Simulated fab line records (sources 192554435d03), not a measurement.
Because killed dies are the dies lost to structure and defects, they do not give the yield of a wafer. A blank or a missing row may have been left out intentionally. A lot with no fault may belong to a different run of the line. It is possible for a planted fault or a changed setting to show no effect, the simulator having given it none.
Lot-split experiment + flow n5_finfet + route with 1938 steps; 7 lots, 39 wafers read

ON THE SPLIT
At N5_DUMMY_GATE_ETCH_42 (etches SiO2 in CHF3/O2, target depth 3.5 nm, time 31 s), the setting bias_w was moved away from the recipe's 12 W on 18 of the 39 wafers read, by -18.1% to +9.7%. This setting was run at the recipe's value on the other wafers.

The reading comes from the split's own step.

THE READING
rf_vpp_V, in V, at N5_DUMMY_GATE_ETCH_42 (etches SiO2 in CHF3/O2, target depth 3.5 nm, time 31 s). On this fab line, fault-free wafers typically give 42.4 V with a standard deviation of 1 V.

| wafer  | tool, chamber at the split | bias_w as run, W | against the recipe | rf_vpp_V, V | against lot-mates on the recipe |
|--------|----------------------------|------------------|--------------------|-------------|---------------------------------|
| L074.1 | rie_diel-02, 2             | 12               | recipe             | 42.1        | -                               |
| L074.2 | rie_diel-02, 3             | 12               | recipe             | 43.8        | -                               |
| L074.3 | rie_diel-02, 0             | 12               | recipe             | 41.7        | -                               |
| L074.4 | rie_diel-02, 1             | 12.69            | +5.7%              | 44.0        | +1.5                            |
| L074.5 | rie_diel-02, 1             | 12.69            | +5.7%              | 42.6        | +0.1                            |
| L074.6 | rie_diel-02, 2             | 12.69            | +5.7%              | 45.6        | +3.1                            |
| L075.2 | rie_diel-02, 1             | 12               | recipe             | 42.5        | -                               |
| L075.3 | rie_diel-02, 2             | 12               | recipe             | 41.6        | -                               |
| L075.6 | rie_diel-02, 1             | 12               | recipe             | 41.9        | -                               |
| L078.1 | rie_diel-06, 2             | 12               | recipe             | 43.5        | -                               |
| L078.2 | rie_diel-06, 1             | 10.63            | -11.4%             | 38.8        | -4.6                            |
| L078.3 | rie_diel-06, 0             | 10.63            | -11.4%             | 38.7        | -4.7                            |
| L078.4 | rie_diel-06, 3             | 12               | recipe             | 44.2        | -                               |
| L078.5 | rie_diel-06, 3             | 10.63            | -11.4%             | 37.8        | -5.6                            |
| L078.6 | rie_diel-06, 2             | 12               | recipe             | 42.6        | -                               |
| L082.1 | rie_diel-02, 3             | 12               | recipe             | 41.7        | -                               |
| L082.2 | rie_diel-02, 1             | 12               | recipe             | 41.2        | -                               |
| L082.3 | rie_diel-02, 0             | 12.75            | +6.2%              | 43.3        | +1.1                            |
| L082.4 | rie_diel-02, 2             | 12.75            | +6.2%              | 44.6        | +2.4                            |
| L082.5 | rie_diel-02, 1             | 12.75            | +6.2%              | 44.9        | +2.7                            |
| L082.6 | rie_diel-02, 2             | 12               | recipe             | 43.6        | -                               |
| L083.1 | rie_diel-02, 3             | 12               | recipe             | 43.3        | -                               |
| L083.2 | rie_diel-02, 1             | 12               | recipe             | 41.3        | -                               |
| L083.3 | rie_diel-02, 2             | 12               | recipe             | 42.7        | -                               |
| L083.4 | rie_diel-02, 0             | 11.2             | -6.7%              | 39.3        | -3.1                            |
| L083.5 | rie_diel-02, 2             | 11.2             | -6.7%              | 40.5        | -1.9                            |
| L083.6 | rie_diel-02, 3             | 11.2             | -6.7%              | 40.8        | -1.6                            |
| L096.1 | rie_diel-02, 3             | 12               | recipe             | 42.1        | -                               |
| L096.2 | rie_diel-02, 0             | 12               | recipe             | 41.0        | -                               |
| L096.3 | rie_diel-02, 2             | 13.16            | +9.7%              | 46.0        | +4.2                            |
| L096.4 | rie_diel-02, 1             | 13.16            | +9.7%              | 44.1        | +2.3                            |
| L096.5 | rie_diel-02, 1             | 13.16            | +9.7%              | 45.7        | +3.9                            |
| L096.6 | rie_diel-02, 2             | 12               | recipe             | 42.2        | -                               |
| L097.1 | rie_diel-06, 2             | 12               | recipe             | 42.5        | -                               |
| L097.2 | rie_diel-06, 3             | 9.824            | -18.1%             | 37.9        | -4.6                            |
| L097.3 | rie_diel-06, 1             | 12               | recipe             | 43.8        | -                               |
| L097.4 | rie_diel-06, 0             | 12               | recipe             | 41.3        | -                               |
| L097.5 | rie_diel-06, 2             | 9.824            | -18.1%             | 36.4        | -6.1                            |
| L097.6 | rie_diel-06, 1             | 9.824            | -18.1%             | 36.7        | -5.8                            |

THE FIT
A straight line over all 39 wafers: rf_vpp_V changes by +0.308 V for each +1% of bias_w; r = +0.93; the points scatter about the line by 0.91 V.
The same after taking each lot's own level away (the mean of its wafers on the recipe; 39 wafers): +0.34 V for each +1%; r = +0.94; scatter 0.9 V.
According to that fit, moving bias_w by its largest amount changes the reading by 6.2 V.
Across the lots, their own levels run from 41.77 to 43.43 V, a range of 1.7 times the standard deviation given above.
So the lot-to-lot level changes the slope little: the two slopes agree.
Check: with one of the wafers moved furthest among these (-18.1%) left out of the fit, the line predicts -6.54 V for it against its lot-mates. Against them it came out at -4.63 V.
Tool readings at the split's step, against how far the setting was moved: rf_vpp_V r = +0.93.

OTHER SPLITS APPLIED TO THESE WAFERS
Before the reading, these wafers also passed through other splits. Each is held against what the fit with the lots' levels taken away leaves over:
| other split on the same wafers               | wafers away from the commonest value | r with rf_vpp_V (lot level and that fit taken away) |
|----------------------------------------------|--------------------------------------|-----------------------------------------------------|
| N5_PMOS_HMC_CHANNEL_EPI_EPI_20 pressure_torr | 24                                   | -0.12                                               |
| N5_DUMMY_GATE_ETCH_37 source_w               | 15                                   | +0.04                                               |
| N5_DUMMY_GATE_ETCH_31 target_depth_a         | 18                                   | -0.36                                               |

FILE'S OWN FIT
rf_vpp_V changes by +0.341 V for each +1% of bias_w, r = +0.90.
